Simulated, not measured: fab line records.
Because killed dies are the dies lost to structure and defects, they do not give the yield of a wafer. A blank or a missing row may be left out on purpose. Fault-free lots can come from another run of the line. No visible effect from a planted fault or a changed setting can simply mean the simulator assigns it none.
Matching of chambers || flow nand-harc || NHARC_A_STAIRCASE_DESCUM_219 on rie-diel-10 has 4 sister chambers
The step chemistry O2, time 3 s. 8 wafers are shown with their chamber, then 9 later ones without.

== WAFERS WITH THEIR CHAMBER ==
{"wafer": "L075.1", "chamber": 3, "drypump-motor-current-A (A)": 6.2, "showerhead-plenum-p-Torr (Torr)": 1.88}
{"wafer": "L083.3", "chamber": 2, "drypump-motor-current-A (A)": 5.7, "showerhead-plenum-p-Torr (Torr)": 1.88}
{"wafer": "L083.4", "chamber": 1, "drypump-motor-current-A (A)": 5.0, "showerhead-plenum-p-Torr (Torr)": 1.94}
{"wafer": "L087.4", "chamber": 0, "drypump-motor-current-A (A)": 5.7, "showerhead-plenum-p-Torr (Torr)": 1.86}
{"wafer": "L087.6", "chamber": 1, "drypump-motor-current-A (A)": 5.0, "showerhead-plenum-p-Torr (Torr)": 1.93}
{"wafer": "L088.1", "chamber": 0, "drypump-motor-current-A (A)": 5.8, "showerhead-plenum-p-Torr (Torr)": 1.86}
{"wafer": "L088.2", "chamber": 3, "drypump-motor-current-A (A)": 6.3, "showerhead-plenum-p-Torr (Torr)": 1.87}
{"wafer": "L088.4", "chamber": 2, "drypump-motor-current-A (A)": 5.8, "showerhead-plenum-p-Torr (Torr)": 1.87}

== WAFERS WITH NO CHAMBER GIVEN ==
{"wafer": "L088.3", "drypump-motor-current-A (A)": 5.0, "showerhead-plenum-p-Torr (Torr)": 1.93}
{"wafer": "L088.5", "drypump-motor-current-A (A)": 6.2, "showerhead-plenum-p-Torr (Torr)": 1.87}
{"wafer": "L088.6", "drypump-motor-current-A (A)": 5.7, "showerhead-plenum-p-Torr (Torr)": 1.88}
{"wafer": "L096.2", "drypump-motor-current-A (A)": 5.7, "showerhead-plenum-p-Torr (Torr)": 1.85}
{"wafer": "L096.3", "drypump-motor-current-A (A)": 6.2, "showerhead-plenum-p-Torr (Torr)": 1.86}
{"wafer": "L096.6", "drypump-motor-current-A (A)": 5.0, "showerhead-plenum-p-Torr (Torr)": 1.92}
{"wafer": "L096.1", "drypump-motor-current-A (A)": 5.8, "showerhead-plenum-p-Torr (Torr)": 1.87}
{"wafer": "L096.4", "drypump-motor-current-A (A)": 5.0, "showerhead-plenum-p-Torr (Torr)": 1.92}
{"wafer": "L096.5", "drypump-motor-current-A (A)": 5.7, "showerhead-plenum-p-Torr (Torr)": 1.85}

== WHICH CHAMBER EACH WENT THROUGH ==
{"wafer": "L088.3", "from the rows above": 1, "in truth": 1}
{"wafer": "L088.5", "from the rows above": 3, "in truth": 3}
{"wafer": "L088.6", "from the rows above": 2, "in truth": 2}
{"wafer": "L096.2", "from the rows above": 0, "in truth": 0}
{"wafer": "L096.3", "from the rows above": 3, "in truth": 3}
{"wafer": "L096.6", "from the rows above": 1, "in truth": 1}
{"wafer": "L096.1", "from the rows above": "can't be placed: 2 or 0", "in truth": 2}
{"wafer": "L096.4", "from the rows above": 1, "in truth": 1}
{"wafer": "L096.5", "from the rows above": 0, "in truth": 0}
8 of 9 placed correctly. Unplaceable from these rows: 1, with the true chamber sitting among the candidates in 1. Wrongly placed: 0.
How it was worked out, from the rows above alone: a wafer's distance from a chamber is the root of the sum, over the readings, of the square of ((its reading less the chamber's mean) divided by the reading's scatter). The wafer belongs to the nearest chamber; if the next one is less than 2 further off, it can't be placed. For every chamber, the mean is computed from those of its wafers that are shown. How the scatter is found: for the shown wafers, subtract from each reading the mean of its chamber, square and add these, divide the total by (wafers less chambers), then take the root.
